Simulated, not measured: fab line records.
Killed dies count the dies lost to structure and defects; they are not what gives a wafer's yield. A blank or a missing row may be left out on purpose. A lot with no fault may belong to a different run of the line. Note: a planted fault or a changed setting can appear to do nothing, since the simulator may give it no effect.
Matching of chambers -- flow n5Finfet -- rieDiel-04 running N5_MOL_CONTACT_COAG_DESCUM_88: 4 sister chambers
The step chemistry O2, time 7 s. 16 wafers are shown with their chamber, then 8 later ones without.

== WAFERS, EACH WITH ITS CHAMBER ==
wafer,chamber,drypumpMotorCurrentA (A),throttleValvePct (%),oesProductAu (a.u.)
L076.1,3,5.8,20.72,0.69
L076.3,1,6.5,20.59,0.92
L076.6,0,5.1,20.87,0.68
L077.1,0,5.1,20.86,0.69
L077.4,1,6.5,20.61,0.91
L077.5,2,5.4,20.06,0.85
L078.1,3,5.8,20.74,0.69
L078.3,2,5.5,20.05,0.85
L078.5,2,5.4,20.07,0.85
L079.1,1,6.5,20.60,0.89
L079.4,1,6.5,20.62,0.90
L079.6,0,5.1,20.88,0.68
L084.1,0,5.1,20.89,0.68
L084.5,0,5.1,20.89,0.68
L084.6,3,5.9,20.39,0.99
L086.1,1,6.5,20.62,0.87

SIGNATURES (averages over the wafers above)
reading,chamber 0,chamber 1,chamber 2,chamber 3,scatter within a chamber
drypumpMotorCurrentA,5.100,6.500,5.433,5.833,0.0333
throttleValvePct,20.8780,20.6080,20.0600,20.6167,0.081
oesProductAu,0.6820,0.8980,0.8500,0.7900,0.0716
Rule: distance of a wafer from a chamber = root of the sum over the readings of ((wafer's reading minus chamber's mean) / reading's scatter) squared. The wafer belongs to the nearest chamber; if the next one is less than 2 further off, it can't be placed. How the scatter is found: for the shown wafers, subtract from each reading the mean of its chamber, square and add these, divide the total by (wafers less chambers), then take the root.

== WAFERS MISSING THEIR CHAMBER ==
wafer,drypumpMotorCurrentA (A),throttleValvePct (%),oesProductAu (a.u.)
L086.2,5.1,20.90,0.67
L086.4,5.9,20.39,0.96
L093.2,6.5,20.65,0.85
L093.3,5.4,20.13,0.81
L093.5,5.4,20.12,0.81
L094.1,6.5,20.66,0.86
L094.2,5.1,20.51,0.97
L094.3,5.4,20.12,0.81

== EACH ONE'S CHAMBER ==
wafer,from the rows above,in truth
L086.2,0,0
L086.4,3,3
L093.2,1,1
L093.3,2,2
L093.5,2,2
L094.1,1,1
L094.2,0,0
L094.3,2,2
Placed correctly: 8 of 8. Left unplaced by these rows: 0. Wrongly placed: 0.
